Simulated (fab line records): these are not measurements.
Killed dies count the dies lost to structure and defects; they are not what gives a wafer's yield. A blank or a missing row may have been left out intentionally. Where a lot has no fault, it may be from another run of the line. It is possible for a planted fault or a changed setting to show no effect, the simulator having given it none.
Which tool did it? || flow nand harc || 6 lots, 18 wafers sampled, at 3 steps of a route of 1302

## WHAT THE GAUGES SHOWED, per wafer
NHARC_P_GATE_CD_MEAS_46 targets a cd of 720 nm.
{"lot": "L474", "measured": "day 7 01:56", "on": "cd sem-02", "cd nm (nm)": "715.6 718.3 718.1"}
{"lot": "L483", "measured": "day 10 22:34", "on": "cd sem-01", "cd nm (nm)": "717.3 717.0 717.8"}
{"lot": "L484", "measured": "day 11 18:53", "on": "cd sem-02", "cd nm (nm)": "715.7 715.9 717.0"}
{"lot": "L487", "measured": "day 12 19:48", "on": "cd sem-01", "cd nm (nm)": "719.4 722.0 720.1"}
{"lot": "L489", "measured": "day 13 22:35", "on": "cd sem-01", "cd nm (nm)": "722.5 719.8 721.1"}
{"lot": "L493", "measured": "day 15 13:00", "on": "cd sem-01", "cd nm (nm)": "720.9 723.3 719.5"}

## EACH LOT AND THE TOOL THAT RAN IT (in order: tool; ch and the chambers of the sampled wafers; start)
{"lot": "L474", "NHARC_P_GATE_STRIP_101": "rie diel-07 ch 0,2,3, day 7 01:08", "NHARC_P_GATE_EXPOSE_43": "krf scanner-02 ch 0, day 7 01:47"}
{"lot": "L483", "NHARC_P_GATE_STRIP_101": "rie diel-08 ch 0,2,3, day 10 21:38", "NHARC_P_GATE_EXPOSE_43": "krf scanner-03 ch 0, day 10 22:25"}
{"lot": "L484", "NHARC_P_GATE_STRIP_101": "rie diel-08 ch 0,1,2, day 11 17:58", "NHARC_P_GATE_EXPOSE_43": "krf scanner-02 ch 0, day 11 18:43"}
{"lot": "L487", "NHARC_P_GATE_STRIP_101": "rie diel-08 ch 1,2,3, day 12 18:53", "NHARC_P_GATE_EXPOSE_43": "krf scanner-04 ch 0, day 12 19:39"}
{"lot": "L489", "NHARC_P_GATE_STRIP_101": "rie diel-07 ch 1,2,3, day 13 21:38", "NHARC_P_GATE_EXPOSE_43": "krf scanner-03 ch 0, day 13 22:26"}
{"lot": "L493", "NHARC_P_GATE_STRIP_101": "rie diel-07 ch 1,2, day 15 12:13", "NHARC_P_GATE_EXPOSE_43": "krf scanner-03 ch 0, day 15 12:50"}
- NHARC_P_GATE_STRIP_101: strips in O2, time 20 s.
- NHARC_P_GATE_EXPOSE_43: exposes mask P NSD, target cd 720 nm.

## THE ANSWER, worked out from the rows above alone
Rule: the lots themselves supply what counts as usual. Put in order of their means at a reading, lots are off if they are a third of the lots or fewer, leave a main group of 4 or more, and stand apart from it by a gap of 3 or more times the standard deviation of the main group's means; of several such gaps the widest counts. The tables above print the reading to a certain number of digits; a main group whose means all agree to those digits is not used. Also off: a lot with no number at a reading for which 4 or more lots have one. The other lots that the step has rows for count as sound.
Nothing can be told from this: no lot is off at any reading shown.

## WHAT THE SIMULATOR HAD PUT IN
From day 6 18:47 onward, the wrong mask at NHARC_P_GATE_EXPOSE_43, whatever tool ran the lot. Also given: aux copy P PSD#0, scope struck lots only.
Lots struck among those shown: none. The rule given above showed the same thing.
